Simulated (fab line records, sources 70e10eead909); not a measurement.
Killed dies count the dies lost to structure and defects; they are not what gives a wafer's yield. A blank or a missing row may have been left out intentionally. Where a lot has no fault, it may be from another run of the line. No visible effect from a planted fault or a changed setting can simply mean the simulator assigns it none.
Chamber matching | flow nand-harc | NHARC_P_M0_PRE_CLEAN_31 on pecvd-01 has 3 sister chambers
The step time 12 s. 6 wafers are shown with their chamber, then 8 later ones without.

## WAFERS PAIRED WITH THEIR CHAMBERS
wafer  | chamber | heater-power-w (W) | heater-power-outer-w (W)
L083.4 | 0       | 636                | 336
L084.4 | 0       | 624                | 314
L088.2 | 2       | 722                | 389
L088.3 | 1       | 652                | 389
L088.6 | 1       | 639                | 384
L089.1 | 2       | 734                | 399

## WAFERS WITH NO CHAMBER GIVEN
wafer  | heater-power-w (W) | heater-power-outer-w (W)
L089.2 | 621                | 329
L089.4 | 627                | 339
L090.2 | 641                | 344
L090.3 | 660                | 392
L090.6 | 629                | 347
L094.3 | 657                | 387
L094.4 | 651                | 383
L094.5 | 603                | 322

## WHICH CHAMBER EACH ONE RAN IN
wafer  | from the rows above     | in truth
L089.2 | 0                       | 0
L089.4 | 0                       | 0
L090.2 | can't be placed: 0 or 1 | 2
L090.3 | 1                       | 1
L090.6 | 0                       | 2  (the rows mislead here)
L094.3 | 1                       | 1
L094.4 | 1                       | 1
L094.5 | 0                       | 0
Placed correctly: 6 of 8. From these rows, 1 cannot be placed; in 0 the true chamber is one of the candidates. Wrongly placed: 1.
How it was worked out, from the rows above alone: a wafer's distance from a chamber is the root of the sum, over the readings, of the square of ((its reading less the chamber's mean) divided by the reading's scatter). If the next closest chamber is less than 2 further off than the closest, the wafer can't be placed; otherwise it belongs to the closest. A chamber's mean is the mean of its shown wafers. The scatter: the root of (the sum of the squares of (reading less its chamber's mean) over the shown wafers, divided by (wafers less chambers)).
